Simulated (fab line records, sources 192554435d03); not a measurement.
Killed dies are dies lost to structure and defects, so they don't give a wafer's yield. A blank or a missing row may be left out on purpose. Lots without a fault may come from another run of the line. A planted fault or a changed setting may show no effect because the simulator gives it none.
Chamber matching | flow n5_finfet | N5_DUMMY_GATE_CMP_04 on cmp-01: 4 sister chambers
The step polishes a-Si. 4 wafers are shown with their chamber, then 11 later ones without.

WAFERS WITH THEIR CHAMBER
wafer  | chamber | motor_current_A (A)
L085.4 | 1       | 8.9
L089.1 | 2       | 9.4
L089.3 | 3       | 11.4
L091.3 | 0       | 11.1

WAFERS WITHOUT THEIR CHAMBER
wafer  | motor_current_A (A)
L091.4 | 9.1
L091.6 | 10.2
L096.2 | 9.3
L096.3 | 9.5
L096.5 | 12.2
L097.1 | 10.9
L097.3 | 9.6
L097.6 | 8.9
L097.2 | 8.9
L097.4 | 11.9
L097.5 | 9.0

WHICH CHAMBER EACH WENT THROUGH
wafer  | from the rows above               | in truth
L091.4 | can't be placed: 1 or 2           | 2
L091.6 | can't be placed: 2 or 0 or 3 or 1 | 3
L096.2 | can't be placed: 2 or 1           | 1
L096.3 | can't be placed: 2 or 1           | 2
L096.5 | can't be placed: 3 or 0           | 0
L097.1 | can't be placed: 0 or 3           | 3
L097.3 | can't be placed: 2 or 1           | 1
L097.6 | can't be placed: 1 or 2           | 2
L097.2 | can't be placed: 1 or 2           | 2
L097.4 | can't be placed: 3 or 0           | 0
L097.5 | can't be placed: 1 or 2           | 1
Placed correctly: 0 of 11. Can't be placed from these rows: 11 (the true chamber is among the candidates in 11). Placed wrongly: 0.
How it was worked out, from the rows above alone: a wafer's distance from a chamber is the root of the sum, over the readings, of the square of ((its reading less the chamber's mean) divided by the reading's scatter). The wafer belongs to the nearest chamber; if the next one is less than 2 further off, it can't be placed. A chamber's mean is the mean of its shown wafers. The scatter: with one shown wafer a chamber, the root of the mean of the squares of how far each hidden wafer lies from its nearest shown one.
